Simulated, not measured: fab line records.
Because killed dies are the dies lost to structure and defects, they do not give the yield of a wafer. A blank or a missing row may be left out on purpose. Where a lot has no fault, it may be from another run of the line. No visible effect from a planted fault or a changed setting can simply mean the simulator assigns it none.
Which tool is to blame? || flow nand harc || 11 lots with 33 wafers sampled at 4 steps, on a route of 1302 steps

== WHAT THE GAUGES READ, wafer by wafer ==
NHARC_P_GATE_CD_MEAS_26: the cd target is 120 nm. Usual: cd nm reads 120.3 nm (standard deviation 0.59).
{"lot": "L745", "measured": "day 5 21:53", "on": "cd sem-03", "cd nm (nm)": "120.0 120.8 120.0", "flag": ""}
{"lot": "L746", "measured": "day 6 06:00", "on": "cd sem-01", "cd nm (nm)": "120.1 120.3 121.4", "flag": ""}
{"lot": "L749", "measured": "day 7 20:49", "on": "cd sem-01", "cd nm (nm)": "120.0 120.2 120.7", "flag": ""}
{"lot": "L751", "measured": "day 8 07:01", "on": "cd sem-02", "cd nm (nm)": "113.1 113.7 113.2", "flag": "OFF"}
{"lot": "L757", "measured": "day 11 06:33", "on": "cd sem-01", "cd nm (nm)": "119.6 119.7 120.5", "flag": ""}
{"lot": "L760", "measured": "day 12 04:28", "on": "cd sem-02", "cd nm (nm)": "119.9 120.1 119.4", "flag": ""}
{"lot": "L761", "measured": "day 12 12:26", "on": "cd sem-02", "cd nm (nm)": "119.8 120.3 120.1", "flag": ""}
{"lot": "L762", "measured": "day 13 13:25", "on": "cd sem-03", "cd nm (nm)": "120.2 119.9 120.0", "flag": ""}
{"lot": "L763", "measured": "day 13 13:34", "on": "cd sem-01", "cd nm (nm)": "121.5 121.7 121.4", "flag": ""}
{"lot": "L764", "measured": "day 13 19:44", "on": "cd sem-02", "cd nm (nm)": "120.8 119.8 120.5", "flag": ""}
{"lot": "L766", "measured": "day 14 22:20", "on": "cd sem-02", "cd nm (nm)": "118.8 120.6 119.3", "flag": ""}

== TOOL THAT RAN EACH LOT (tool first, then ch and the chambers of the sampled wafers, then the start) ==
{"lot": "L745", "NHARC_P_ZERO_WELL_DESCUM_54": "rie diel-11 ch 0,1,3, day 2 21:55", "NHARC_P_GATE_DEP_103": "pecvd-02 ch 0,1,2, day 5 21:20", "NHARC_P_GATE_EXPOSE_23": "arfi scanner-03 ch 0, day 5 21:44"}
{"lot": "L746", "NHARC_P_ZERO_WELL_DESCUM_54": "rie diel-13 ch 0,2,3, day 3 07:40", "NHARC_P_GATE_DEP_103": "pecvd-03 ch 0,1,2, day 6 05:21", "NHARC_P_GATE_EXPOSE_23": "arfi scanner-01 ch 0, day 6 05:52"}
{"lot": "L749", "NHARC_P_ZERO_WELL_DESCUM_54": "rie diel-08 ch 0,2, day 4 14:35", "NHARC_P_GATE_DEP_103": "pecvd-03 ch 0,1,2, day 7 20:09", "NHARC_P_GATE_EXPOSE_23": "arfi scanner-02 ch 0, day 7 20:40"}
{"lot": "L751", "NHARC_P_ZERO_WELL_DESCUM_54": "rie diel-13 ch 0,2,3, day 5 10:22", "NHARC_P_GATE_DEP_103": "pecvd-02 ch 0,1, day 8 06:26", "NHARC_P_GATE_EXPOSE_23": "arfi scanner-02 ch 0, day 8 06:52"}
{"lot": "L757", "NHARC_P_ZERO_WELL_DESCUM_54": "rie diel-11 ch 0,3, day 7 21:59", "NHARC_P_GATE_DEP_103": "pecvd-03 ch 1,2, day 11 05:52", "NHARC_P_GATE_EXPOSE_23": "arfi scanner-01 ch 0, day 11 06:25"}
{"lot": "L760", "NHARC_P_ZERO_WELL_DESCUM_54": "rie diel-11 ch 0,1, day 9 03:37", "NHARC_P_GATE_DEP_103": "pecvd-02 ch 0,2, day 12 03:59", "NHARC_P_GATE_EXPOSE_23": "arfi scanner-01 ch 0, day 12 04:20"}
{"lot": "L761", "NHARC_P_ZERO_WELL_DESCUM_54": "rie diel-08 ch 0,2,3, day 9 13:58", "NHARC_P_GATE_DEP_103": "pecvd-01 ch 0,2, day 12 11:46", "NHARC_P_GATE_EXPOSE_23": "arfi scanner-02 ch 0, day 12 12:18"}
{"lot": "L762", "NHARC_P_ZERO_WELL_DESCUM_54": "rie diel-11 ch 0,1,3, day 9 23:48", "NHARC_P_GATE_DEP_103": "pecvd-02 ch 0,1, day 13 12:47", "NHARC_P_GATE_EXPOSE_23": "arfi scanner-01 ch 0, day 13 13:16"}
{"lot": "L763", "NHARC_P_ZERO_WELL_DESCUM_54": "rie diel-08 ch 0,1,3, day 10 10:26", "NHARC_P_GATE_DEP_103": "pecvd-01 ch 0,1, day 13 12:50", "NHARC_P_GATE_EXPOSE_23": "arfi scanner-02 ch 0, day 13 13:25"}
{"lot": "L764", "NHARC_P_ZERO_WELL_DESCUM_54": "rie diel-11 ch 0,2,3, day 10 20:26", "NHARC_P_GATE_DEP_103": "pecvd-03 ch 0,1, day 13 19:04", "NHARC_P_GATE_EXPOSE_23": "arfi scanner-03 ch 0, day 13 19:36"}
{"lot": "L766", "NHARC_P_ZERO_WELL_DESCUM_54": "rie diel-13 ch 0,1,2, day 11 16:12", "NHARC_P_GATE_DEP_103": "pecvd-03 ch 0,1,2, day 14 21:49", "NHARC_P_GATE_EXPOSE_23": "arfi scanner-03 ch 0, day 14 22:12"}
- NHARC_P_ZERO_WELL_DESCUM_54: chemistry O2, time 3 s.
- NHARC_P_GATE_DEP_103: deposits SiON, target thk 30 nm.
- NHARC_P_GATE_EXPOSE_23: exposes mask P GATE, target cd 120 nm.

== AS READ BY THE TOOLS THEMSELVES (means over the sampled wafers that have a number; for cases with no such wafer, the mark the record gives instead) ==
NHARC_P_ZERO_WELL_DESCUM_54. Usual: drypump motor current A 5.9 A, standard deviation 0.54; o2 flow sccm 199.9 sccm, standard deviation 0.64; oes product au 1.001 a.u., standard deviation 0.0095; rf vpp V 57.7 V, standard deviation 0.84; showerhead plenum p Torr 1.88 Torr, standard deviation 0.081; throttle valve pct 11.313 %, standard deviation 0.01.
{"lot": "L745", "tool": "rie diel-11", "drypump motor current A (A)": 6.2, "o2 flow sccm (sccm)": 200.0, "oes product au (a.u.)": 0.999, "rf vpp V (V)": 57.4, "showerhead plenum p Torr (Torr)": 1.90, "throttle valve pct (%)": 11.308, "flag": ""}
{"lot": "L746", "tool": "rie diel-13", "drypump motor current A (A)": 5.6, "o2 flow sccm (sccm)": 200.6, "oes product au (a.u.)": 0.999, "rf vpp V (V)": 57.5, "showerhead plenum p Torr (Torr)": 1.90, "throttle valve pct (%)": 11.312, "flag": ""}
{"lot": "L749", "tool": "rie diel-08", "drypump motor current A (A)": 5.0, "o2 flow sccm (sccm)": 199.9, "oes product au (a.u.)": 1.001, "rf vpp V (V)": 56.8, "showerhead plenum p Torr (Torr)": 1.85, "throttle valve pct (%)": 11.333, "flag": ""}
{"lot": "L751", "tool": "rie diel-13", "drypump motor current A (A)": 5.6, "o2 flow sccm (sccm)": 200.1, "oes product au (a.u.)": 0.999, "rf vpp V (V)": 57.5, "showerhead plenum p Torr (Torr)": 1.89, "throttle valve pct (%)": 11.303, "flag": ""}
{"lot": "L757", "tool": "rie diel-11", "drypump motor current A (A)": 6.1, "o2 flow sccm (sccm)": 200.0, "oes product au (a.u.)": 0.992, "rf vpp V (V)": 57.6, "showerhead plenum p Torr (Torr)": 1.92, "throttle valve pct (%)": 11.319, "flag": ""}
{"lot": "L760", "tool": "rie diel-11", "drypump motor current A (A)": 6.2, "o2 flow sccm (sccm)": 199.8, "oes product au (a.u.)": 0.992, "rf vpp V (V)": 57.0, "showerhead plenum p Torr (Torr)": 1.86, "throttle valve pct (%)": 11.310, "flag": ""}
{"lot": "L761", "tool": "rie diel-08", "drypump motor current A (A)": 5.5, "o2 flow sccm (sccm)": 199.8, "oes product au (a.u.)": 0.998, "rf vpp V (V)": 57.9, "showerhead plenum p Torr (Torr)": 1.94, "throttle valve pct (%)": 11.307, "flag": ""}
{"lot": "L762", "tool": "rie diel-11", "drypump motor current A (A)": 6.2, "o2 flow sccm (sccm)": 200.4, "oes product au (a.u.)": 0.994, "rf vpp V (V)": 57.6, "showerhead plenum p Torr (Torr)": 1.88, "throttle valve pct (%)": 11.320, "flag": ""}
{"lot": "L763", "tool": "rie diel-08", "drypump motor current A (A)": 5.9, "o2 flow sccm (sccm)": 200.2, "oes product au (a.u.)": 1.010, "rf vpp V (V)": 57.5, "showerhead plenum p Torr (Torr)": 1.91, "throttle valve pct (%)": 11.312, "flag": ""}
{"lot": "L764", "tool": "rie diel-11", "drypump motor current A (A)": 6.3, "o2 flow sccm (sccm)": 200.0, "oes product au (a.u.)": 0.992, "rf vpp V (V)": 57.5, "showerhead plenum p Torr (Torr)": 1.89, "throttle valve pct (%)": 11.309, "flag": ""}
{"lot": "L766", "tool": "rie diel-13", "drypump motor current A (A)": 5.9, "o2 flow sccm (sccm)": 199.8, "oes product au (a.u.)": 1.014, "rf vpp V (V)": 57.3, "showerhead plenum p Torr (Torr)": 1.83, "throttle valve pct (%)": 11.312, "flag": ""}

NHARC_P_GATE_DEP_103. Usual: heater power outer w 427 W, standard deviation 50; heater power w 720 W, standard deviation 62; susceptor temp C 400.01 C, standard deviation 0.21.
{"lot": "L745", "tool": "pecvd-02", "heater power outer w (W)": 415, "heater power w (W)": 685, "susceptor temp C (C)": 400.09, "flag": ""}
{"lot": "L746", "tool": "pecvd-03", "heater power outer w (W)": 392, "heater power w (W)": 690, "susceptor temp C (C)": 399.75, "flag": ""}
{"lot": "L749", "tool": "pecvd-03", "heater power outer w (W)": 401, "heater power w (W)": 694, "susceptor temp C (C)": 400.01, "flag": ""}
{"lot": "L751", "tool": "pecvd-02", "heater power outer w (W)": 457, "heater power w (W)": 721, "susceptor temp C (C)": 399.82, "flag": ""}
{"lot": "L757", "tool": "pecvd-03", "heater power outer w (W)": 362, "heater power w (W)": 666, "susceptor temp C (C)": 400.11, "flag": ""}
{"lot": "L760", "tool": "pecvd-02", "heater power outer w (W)": 394, "heater power w (W)": 661, "susceptor temp C (C)": 400.12, "flag": ""}
{"lot": "L761", "tool": "pecvd-01", "heater power outer w (W)": 486, "heater power w (W)": 801, "susceptor temp C (C)": 399.83, "flag": ""}
{"lot": "L762", "tool": "pecvd-02", "heater power outer w (W)": 405, "heater power w (W)": 674, "susceptor temp C (C)": 400.14, "flag": ""}
{"lot": "L763", "tool": "pecvd-01", "heater power outer w (W)": 479, "heater power w (W)": 812, "susceptor temp C (C)": 400.00, "flag": ""}
{"lot": "L764", "tool": "pecvd-03", "heater power outer w (W)": 357, "heater power w (W)": 639, "susceptor temp C (C)": 400.04, "flag": ""}
{"lot": "L766", "tool": "pecvd-03", "heater power outer w (W)": 387, "heater power w (W)": 693, "susceptor temp C (C)": 400.21, "flag": ""}

NHARC_P_GATE_EXPOSE_23. Usual: stage vel mm s 499.97 mm/s, standard deviation 0.27.
{"lot": "L745", "tool": "arfi scanner-03", "stage vel mm s (mm/s)": 499.88, "flag": ""}
{"lot": "L746", "tool": "arfi scanner-01", "stage vel mm s (mm/s)": 500.24, "flag": ""}
{"lot": "L749", "tool": "arfi scanner-02", "stage vel mm s (mm/s)": 499.99, "flag": ""}
{"lot": "L751", "tool": "arfi scanner-02", "stage vel mm s (mm/s)": 499.89, "flag": ""}
{"lot": "L757", "tool": "arfi scanner-01", "stage vel mm s (mm/s)": 499.89, "flag": ""}
{"lot": "L760", "tool": "arfi scanner-01", "stage vel mm s (mm/s)": 500.25, "flag": ""}
{"lot": "L761", "tool": "arfi scanner-02", "stage vel mm s (mm/s)": 499.78, "flag": ""}
{"lot": "L762", "tool": "arfi scanner-01", "stage vel mm s (mm/s)": 499.90, "flag": ""}
{"lot": "L763", "tool": "arfi scanner-02", "stage vel mm s (mm/s)": 500.11, "flag": ""}
{"lot": "L764", "tool": "arfi scanner-03", "stage vel mm s (mm/s)": 500.12, "flag": ""}
{"lot": "L766", "tool": "arfi scanner-03", "stage vel mm s (mm/s)": 499.47, "flag": ""}

== THE ANSWER, worked out from the rows above alone ==
Rule: a lot counts as off when the mean over its wafers that have a number is more than 3 standard deviations away from the usual mean. A lot without any number at a reading at which 4 lots or more have one is off too. Any other lot the step has rows for is counted as sound. First the gauges in route order, then the tools' own readings, where a lot's mean is used as printed above. At the first step where some lot is off, the reading lying furthest off is the one used; lots without a number count as furthest.
Off, at NHARC_P_GATE_CD_MEAS_26 on cd nm: L751.
A tool fits if, at a process step before that reading, it ran every lot that is off, and no sound lot after the first of them. Those tools and the gauges at NHARC_P_GATE_CD_MEAS_26 are tried in the same way. Not one of the candidates tried fits.

== WHAT THE SIMULATOR HAD PUT IN ==
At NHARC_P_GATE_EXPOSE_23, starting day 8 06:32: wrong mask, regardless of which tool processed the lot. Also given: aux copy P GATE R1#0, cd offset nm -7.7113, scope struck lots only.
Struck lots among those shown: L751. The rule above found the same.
